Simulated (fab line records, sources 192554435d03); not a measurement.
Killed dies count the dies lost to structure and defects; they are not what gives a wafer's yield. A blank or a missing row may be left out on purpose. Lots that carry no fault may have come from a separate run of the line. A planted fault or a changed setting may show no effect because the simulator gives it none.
Comparing a struck lot with a sound one    flow n5Finfet    14 out of 1938 route steps
Sound: these wafers, L665.3, L665.4, L665.5. Struck: wafer L678.5 (left out: L678.6, a lot-mate that was not struck); the cause follows at the end.
Each step with rows lists, per side, the tool, then ch with its chambers, then its first start. Under that, the readings that differ: sound wafers    struck wafers    difference of the means    sigmas: that difference in standard deviations of wafers without a fault.
alike: a reading whose means differ by less than 2 such deviations, as well as words and numbers matching on both sides. not compared: withheld readings; readings where some wafer has no value; bounds like >300 that might hide an equal value; numbers whose values overlap and for which the record gives no deviation.
A row with sigmas, a row that says differs or no value, or rows on one side alone: a step with any of these is where the two part. When numbers do not overlap yet have no deviation, they are printed without sigmas and do not part them. A reading that every wafer of one side lacks parts them only if that side has two wafers or more.

N5_BEOL_M12_OCD_MEAS_35:
  struck on ocd-02, day 16 11:42; sound on ocd-02, day 12 22:31
  alike: trenchDepthNm
then, 1 step without rows for these wafers: N5_BEOL_M12_STRIP_37 (strips in N2/H2).
N5_BEOL_M12_ETCH_38: etches SiCN in CF4/N2, target depth 68.7 nm, time 73.4 s.
  sound on rieDiel-04 ch 2,3, day 12 23:49; struck on rieDiel-03 ch 3, day 16 13:34
  alike: cf4FlowSccm, drypumpMotorCurrentA, n2FlowSccm, oesProductAu, rfVppV, showerheadPlenumPTorr, throttleValvePct
  not compared: rfHoursCounterH
then, 2 steps without rows for these wafers: N5_BEOL_M12_PRECLEAN_39 (cleans in residue remover, time 60 s); N5_BEOL_M12_SRD_40 (time 30 s, dry time 30 s).
N5_BEOL_M12_DEGAS_41: time 60 s.
  struck on pvdSputter-02, day 16 13:44; sound on pvdSputter-02, day 13 00:19
  alike: heaterPowerW
N5_BEOL_M12_PRE_CLEAN_42: time 30 s.
  struck on pvdSputter-02, day 16 13:46; sound on pvdSputter-02, day 13 00:22
  alike: heaterPowerW
then, 2 steps without rows for these wafers: N5_BEOL_M12_SPUTTER_43 (material TaN, target thk 15 nm, time 24.19 s); N5_BEOL_M12_SPUTTER_44 (material Ta, target thk 10 nm, time 16.13 s).
N5_BEOL_M12_SPUTTER_45: material Cu, target thk 80 nm, time 13.33 s.
  struck on pvdSputter-02, day 16 13:59; sound on pvdSputter-02, day 13 00:34
  alike: throttleValvePct
then, 1 step without rows for these wafers: N5_BEOL_M12_ECD_47 (material Cu, target thk 720 nm).
N5_BEOL_M12_ANNEAL_48: time 90 s.
  sound on rtpAnneal-01 ch 0, day 13 00:55; struck on rtpAnneal-02 ch 0, day 16 14:31
  alike: wafer_temp_C_max
N5_BEOL_M12_CMP_49: polishes, stops on SiOC, t overpolish 20.6 s, target thk 320 nm.
  sound on cmp-02 ch 0,1,3, day 13 01:09; struck on cmp-04 ch 1, day 16 14:47
reading                                 sound              struck  difference  sigmas
barrierFieldEndpointS (s)               29.3 30.5 30.5     17.2    -12.9       -19
motorCurrentA (A)                       5.5 5.5 6.4        7.0     +1.2        +3
model.Cu_of_BEOL_M12_ECD_47.thkNm (nm)  322.8 323.2 322.4  319.8   -3.0        
  alike: overpolishRunS
after that, 1 step had no rows for these wafers: N5_PASSIVATION_PROBE_49.

## WHERE THEY PART
Only at N5_BEOL_M12_CMP_49, within this record.

WHY: whatever the simulator had introduced
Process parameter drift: cmp-04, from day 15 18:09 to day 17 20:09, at N5_BEOL_M12_CMP_49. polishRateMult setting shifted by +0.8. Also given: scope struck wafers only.
